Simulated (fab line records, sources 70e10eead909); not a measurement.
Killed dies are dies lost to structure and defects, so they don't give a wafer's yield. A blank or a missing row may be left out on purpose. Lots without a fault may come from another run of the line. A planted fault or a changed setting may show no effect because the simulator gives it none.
Which tool did it? | flow nand_harc | 6 lots, 18 wafers sampled, at 3 steps of a route of 1302

WHAT THE GAUGES READ, wafer by wafer
NHARC_P_GATE_INSPECT_68.
lot  | measured     | on                | raw_defect_count
L961 | day 6 16:31  | defect_inspect-02 | 209 195 173
L967 | day 9 00:05  | defect_inspect-02 | 382 156 162
L972 | day 11 17:57 | defect_inspect-02 | 534 431 501
L976 | day 12 17:32 | defect_inspect-01 | 528 564 501
L979 | day 14 04:22 | defect_inspect-01 | 204 253 193
L981 | day 14 22:31 | defect_inspect-01 | 223 147 165

WHICH TOOL RAN EACH LOT (tool, then ch and the chambers of the sampled wafers, then the start)
lot  | NHARC_P_GATE_STRIP_111               | NHARC_P_GATE_STRIP_67
L961 | plasma_asher-02 ch 0,1, day 6 10:29  | wet_bench-02 ch 2,3,4, day 6 16:03
L967 | plasma_asher-01 ch 0,1, day 8 17:55  | wet_bench-06 ch 1,2,3, day 8 23:38
L972 | plasma_asher-01 ch 0,1, day 11 11:55 | wet_bench-02 ch 0,1,2, day 11 17:26
L976 | plasma_asher-02 ch 0,1, day 12 11:33 | wet_bench-02 ch 2,3,4, day 12 17:06
L979 | plasma_asher-02 ch 0,1, day 13 22:40 | wet_bench-05 ch 1,2,6, day 14 03:54
L981 | plasma_asher-01 ch 0,1, day 14 16:48 | wet_bench-05 ch 0,1,7, day 14 22:04
- NHARC_P_GATE_STRIP_111: strips in N2/H2, time 250 s.
- NHARC_P_GATE_STRIP_67: strips in SPM, time 600 s.

THE ANSWER, worked out from the rows above alone
Rule: what is usual is taken from the lots themselves. Put in order of their means at a reading, lots are off if they are a third of the lots or fewer, leave a main group of 4 or more, and stand apart from it by a gap of 3 or more times the standard deviation of the main group's means; of several such gaps the widest counts. A main group whose means are all the same, to the digits that the tables above print for the reading, isn't used. A lot without any number at a reading at which 4 lots or more have one is off too. The other lots that the step has rows for count as sound.
Off: L972, L976, at NHARC_P_GATE_INSPECT_68 (raw_defect_count). The main group: mean 205, standard deviation 21.
A tool fits if, at a process step before that reading, it ran every lot that is off, and no sound lot after the first of them. The gauges at NHARC_P_GATE_INSPECT_68 are tried like those tools. One fits: wet_bench-02 at NHARC_P_GATE_STRIP_67. Its last sound lot is L961 (day 6 16:03), its first lot that is off L972 (day 11 17:26): a fault that began between those two fits.

WHAT THE SIMULATOR HAD PUT IN
Chamber particle source: wet_bench-02, from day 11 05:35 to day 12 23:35, at NHARC_P_GATE_STRIP_67. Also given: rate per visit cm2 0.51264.
Lots struck among those shown: L972, L976. The rule above found the same.
